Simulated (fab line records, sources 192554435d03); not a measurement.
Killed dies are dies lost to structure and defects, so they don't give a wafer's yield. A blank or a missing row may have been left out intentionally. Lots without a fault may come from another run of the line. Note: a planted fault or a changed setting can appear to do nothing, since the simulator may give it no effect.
A lot that was struck, set against a sound lot | flow n5Finfet | 15 out of 1938 route steps
Sound: these wafers, L295.1, L295.2, L295.4. Struck: wafer L299.3 (L299.1, L299.5, from the same lot, were not struck and are left out); the cause is given at the end.
Order at every step that has rows: each side's tool, ch and its chambers, its first start. Under that, the readings that differ: sound wafers | struck wafers | difference of the means | sigmas: that difference in standard deviations of wafers without a fault.
alike: readings whose means differ by less than 2 such deviations, and words and numbers that are the same on both sides. not compared: withheld readings, readings that some wafer has no value for, bounds like >300 that may hide the same value, and numbers for which the record gives no deviation and whose values overlap.
Wherever a step has rows on one side only, a row that says differs or no value, or a row with sigmas, the two part there. Numbers that don't overlap but have no deviation are shown without sigmas and don't part them. A reading that every wafer of one side lacks parts them only if that side has two wafers or more.

first, 7 steps without rows for these wafers: N5_BEOL_M5_COAT_74 (time 60 s, resist thk 5 nm); N5_BEOL_M5_COAT_22 (resist thk 30 nm); N5_BEOL_M5_EBR_24; N5_BEOL_M5_SOFTBAKE_23 (time 60 s); N5_BEOL_M5_EXPOSE_25 (exposes mask V4, defocus 10 nm); N5_BEOL_M5_PEB_26 (peb time 60 s); N5_BEOL_M5_DEVELOP_27 (develop time 30 s).
N5_BEOL_M5_CD_MEAS_28: target cd 30.6 nm, target cd y 20 nm.
  sound on cdSem-03 ch 0, day 10 19:17; struck on cdSem-03 ch 0, day 11 21:44
  alike: cdNm
N5_BEOL_M5_OVL_MEAS_29:
  sound on overlay-02 ch 0, day 10 19:19; struck on overlay-02 ch 0, day 11 21:46
  alike: V4_OVL
N5_BEOL_M5_INSPECT_30: inspects for defects (brightfield).
  struck on defectInspect-02, day 11 21:49; sound on defectInspect-02, day 10 19:22
  alike: rawDefectCount
N5_BEOL_M5_DESCUM_33: chemistry O2, time 7 s.
  sound on rieDiel-06 ch 1,2,3, day 10 20:23; struck on rieDiel-06 ch 2, day 11 22:09
reading           | sound             | struck | difference | sigmas
o2FlowSccm (sccm) | 224.3 225.8 225.5 | 223.7  | -1.5       | -2
  alike: drypumpMotorCurrentA, oesProductAu, rfVppV, showerheadPlenumPTorr, throttleValvePct
  not compared: rfHoursCounterH
N5_BEOL_M5_ETCH_75: etches underlayer in N2/H2, target depth 6.5 nm, time 5.2 s.
  sound on rieDiel-06 ch 1,2,3, day 10 20:25; struck on rieDiel-06 ch 2, day 11 22:11
  alike: drypumpMotorCurrentA, etchRfOnTimeS, oesProductAu, rfVppV, showerheadPlenumPTorr, throttleValvePct
  not compared: rfHoursCounterH
N5_BEOL_M5_ETCH_67: etches SiARC in CF4, target depth 15.6 nm, time 26 s.
  sound on rieDiel-06 ch 1,2,3, day 10 20:26; struck on rieDiel-06 ch 2, day 11 22:12
reading             | sound          | struck | difference | sigmas
etchRfOnTimeS (s)   | 26.4 25.3 26.6 | 15.4   | -10.7      | -24
oesProductAu (a.u.) | 0.61 0.78 0.60 | 1.05   | +0.39      | +6
  alike: drypumpMotorCurrentA, rfVppV, showerheadPlenumPTorr, throttleValvePct
  not compared: rfHoursCounterH
N5_BEOL_M5_ETCH_68: etches SOC in N2/H2, target depth 80 nm, overetch 16 nm, time 120 s.
  sound on rieDiel-06 ch 1,2,3, day 10 20:28; struck on rieDiel-06 ch 2, day 11 22:14
  alike: drypumpMotorCurrentA, oesProductAu, rfVppV, showerheadPlenumPTorr, throttleValvePct
  not compared: rfHoursCounterH
-- here the record skips 4 days between the struck wafers' starts before and after, leaving off in module BEOL_M5 and picking up in module PASSIVATION (first step shown: number 1936 of the route) --
N5_PASSIVATION_PROBE_49:
  struck on prober-01, day 16 09:28; sound on prober-01, day 15 06:06
reading            | sound    | struck | difference | sigmas
killed_at_M0_to_M3 | 37 26 21 | 48     | +20        | +2
  alike: defectLimitedYield, killed_at_M4_up, killedAtContacts, killedAtFrontEnd, killedAtOther, killedDies, killedOpen, killedShort, sort_bin_5_function, sort_bin_6_memory, sortNPass, sortYieldPct

== WHERE THEY PART ==
Last at N5_PASSIVATION_PROBE_49 as far as this record goes, first at N5_BEOL_M5_DESCUM_33.

WHY: what the simulator had put in
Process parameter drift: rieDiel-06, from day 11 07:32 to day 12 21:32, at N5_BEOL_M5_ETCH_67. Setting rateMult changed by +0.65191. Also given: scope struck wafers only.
